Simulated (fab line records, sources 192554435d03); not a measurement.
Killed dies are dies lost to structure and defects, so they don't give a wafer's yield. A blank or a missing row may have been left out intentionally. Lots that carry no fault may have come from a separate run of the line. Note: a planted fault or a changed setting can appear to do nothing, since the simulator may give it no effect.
Struck lot and sound lot, side by side    flow n5 finfet    39 out of 1938 route steps
Sound: the wafers L110.1, L110.3, L110.4. Struck: wafer L115.1. (L115.3, L115.5 of the same lot were not struck and are left out.) The cause comes at the end.
For every step that has rows: the tool of each side, followed by ch and its chambers, followed by its first start. Under that, the readings that differ: sound wafers    struck wafers    difference of the means    sigmas: that difference in standard deviations of wafers without a fault.
alike: readings whose means differ by less than 2 such deviations, and words and numbers that are the same on both sides. not compared: withheld readings, readings that some wafer has no value for, bounds like >300 that may hide the same value, and numbers for which the record gives no deviation and whose values overlap.
A row with sigmas, a row that says differs or no value, or rows on one side alone: a step with any of these is where the two part. When numbers do not overlap yet have no deviation, they are printed without sigmas and do not part them. Lack of a reading on every wafer of one side parts them only where that side has two or more wafers.

first, 10 steps without rows for these wafers: N5_DUMMY_GATE_ETCH_23 (etches poly-Si in HBr/Cl2/O2, target depth 41 nm, time 22.3 s); N5_DUMMY_GATE_ETCH_44 (etches poly-Si in HBr/O2, stops on SiO2, target depth 127.5 nm); N5_DUMMY_GATE_ETCH_42 (etches SiO2 in CHF3/O2, target depth 3.5 nm, time 31 s); N5_DUMMY_GATE_STRIP_48 (strips in N2/H2, time 20 s); N5_DUMMY_GATE_PRECLEAN_33 (cleans in dHF, time 10 s); N5_DUMMY_GATE_PRECLEAN_25 (cleans in O3/DIW, time 45 s); N5_DUMMY_GATE_PRECLEAN_51 (cleans in SC2, time 45 s); N5_DUMMY_GATE_SRD_26 (time 30 s); N5_DUMMY_GATE_UV_OZONE_45 (time 120 s); N5_SPACER0_ALD_07 (deposits SiNx, target thk 2 nm).
N5_SPACER0_ALD_00: deposits SiOCN, target thk 3.5 nm, pulse time 3 s, purge time 2 s.
  sound on ald sin-02 ch 1,2,3, day 4 21:05; struck on ald sin-02 ch 1, day 6 18:15
reading                                    sound        struck  difference  sigmas
ald cycles                                 58 58 58     20      -38         
model.SiOCN_of_SPACER0_ALD_00.thk nm (nm)  3.6 3.4 3.6  1.2     -2.3        
  alike: heater power w, precursor pulse height rel, susceptor temp C
then, 25 steps without rows for these wafers: N5_SPACER0_ALD_08 (deposits SiNx, target thk 2 nm); N5_SD_EPI_N_COAT_32 (time 60 s, resist thk 350 nm); N5_SD_EPI_N_COAT_33 (time 60 s, resist thk 35 nm); N5_SD_EPI_N_COAT_03 (resist thk 150 nm); N5_SD_EPI_N_EBR_05; N5_SD_EPI_N_SOFTBAKE_04 (time 60 s); N5_SD_EPI_N_EXPOSE_06 (exposes mask SD N BLK, target cd 120 nm); N5_SD_EPI_N_PEB_07 (peb time 60 s); N5_SD_EPI_N_DEVELOP_08 (develop time 30 s); N5_SD_EPI_N_DESCUM_14 (chemistry O2, time 7.9 s); N5_SD_EPI_N_ETCH_34 (etches SiARC in CF4, target depth 45.5 nm, time 75.8 s); N5_SD_EPI_N_ETCH_35 (etches SOC in N2/H2, overetch 108 nm, time 486 s); N5_SD_EPI_N_STRIP_36 (strips in N2/H2); N5_SD_EPI_N_ETCHBACK_44 (etches SiNx in CH3F/O2, stops on SiO2, target depth 14.5 nm); N5_SD_EPI_N_ETCH_45 (etches SiOCN in CH3F/O2, target depth 6 nm); N5_SD_EPI_N_ETCH_16 (etches SiO2 in CHF3/O2, target depth 5 nm); N5_SD_EPI_N_STRIP_47 (strips in CHF3/O2); N5_SD_EPI_N_SD_RECESS_17 (chemistry HBr/Cl2/O2, target depth 41 nm, time 23.7 s, bt time 3 s); N5_SD_EPI_N_STRIP_38 (strips in N2/H2); N5_SD_EPI_N_WET_ETCH_43 (etches SiO2 in dHF, time 14 s, target depth 1.5 nm); N5_SD_EPI_N_STRIP_18 (strips in SPM, time 750 s); N5_SD_EPI_N_SRD_20 (time 30 s); N5_SD_EPI_N_PRECLEAN_48 (cleans in NF3:NH3, afs cycles 2, time 20 s, sublimation time 60 s); N5_SD_EPI_N_VAPOR_ETCH_50 (etches Si in HCl, time 54 s); N5_SD_EPI_N_EPI_21 (deposits Si:P, time 690 s).
N5_SD_EPI_P_PRECLEAN_32: cleans in dHF, time 10 s.
  sound on wet bench-06 ch 3,4,5, day 5 10:28; struck on wet bench-04 ch 1, day 7 03:10
reading                                    sound        struck  difference  sigmas
model.SiOCN_of_SPACER0_ALD_00.thk nm (nm)  3.4 3.4 3.4  1.2     -2.2        
  alike: bath heat duty pct
-- record jumps: 4 days separate the struck wafers' starts on either side; left off in module SD_EPI_P, taken up again in module BEOL_M4, whose first shown step is the route's number 1111 --
N5_BEOL_M4_RC_MEAS_101:
  sound on prober-01 ch 0, day 9 13:07; struck on prober-01 ch 0, day 11 09:29
reading             sound              struck  difference  sigmas
DIBL_N (mV/V)       34.7 35.7 34.7     55.0    +20.0       +10
DIBL_P (mV/V)       34.0 36.6 33.8     52.2    +17.4       +7
IOFF_N (nA/um)      0.14 0.17 0.14     0.87    +0.72       +19
IOFF_N_85C (nA/um)  2.8 3.2 2.8        13.0    +10.1       +16
IOFF_N_LIN (nA/um)  0.068 0.079 0.068  0.281   +0.209      +15
IOFF_P (nA/um)      0.18 0.24 0.19     1.02    +0.82       +20
IOFF_P_85C (nA/um)  3.3 4.1 3.4        13.6    +10.0       +18
IOFF_P_LIN (nA/um)  0.091 0.111 0.095  0.362   +0.263      +19
ION_N (uA/um)       673 671 677        784     +110        +8
ION_P (uA/um)       457 457 472        544     +82         +9
REXT_N (ohm.um)     75.6 76.7 73.9     58.5    -16.9       -11
REXT_P (ohm.um)     103.9 102.0 101.8  81.8    -20.8       -9
SS_N (mV/dec)       71.0 71.6 71.2     74.4    +3.1        +4
SS_P (mV/dec)       72.8 72.9 73.2     75.7    +2.7        +4
VT_N (mV)           251 246 250        222     -27         -7
VT_N_LVT (mV)       99 96 100          71      -27         -7
VT_P (mV)           -253 -248 -252     -223    +28         +9
VT_P_LVT (mV)       -103 -98 -100      -72     +28         +9
  alike: IOFF_N_LONG
-- here the record skips 4 days between the struck wafers' starts before and after, leaving off in module BEOL_M4 and picking up in module PASSIVATION (first step shown: number 1936 of the route) --
N5_PASSIVATION_PROBE_49:
  struck on prober-01, day 15 12:35; sound on prober-02, day 13 12:31
reading                 sound           struck  difference  sigmas
killed_at_M0_to_M3      47 38 29        9       -29         -2
killed_at_M4_up         20 12 13        30      +15         +3
sort_bin_4_leakage (%)  0 0 0           93.22   +93.22      
sort n pass             1041 1078 1103  0       -1074       -60
sort yield pct (%)      88.2 91.4 93.5  0       -91         -61
  alike: defect limited yield, killed at contacts, killed at front end, killed at other, killed dies, killed on rim, killed open, killed short, sort_bin_5_function, sort_bin_6_memory

WHERE THEY PART
Earliest at N5_BEOL_M4_RC_MEAS_101; latest, in this record, at N5_PASSIVATION_PROBE_49.

WHY: what had been put in by the simulator
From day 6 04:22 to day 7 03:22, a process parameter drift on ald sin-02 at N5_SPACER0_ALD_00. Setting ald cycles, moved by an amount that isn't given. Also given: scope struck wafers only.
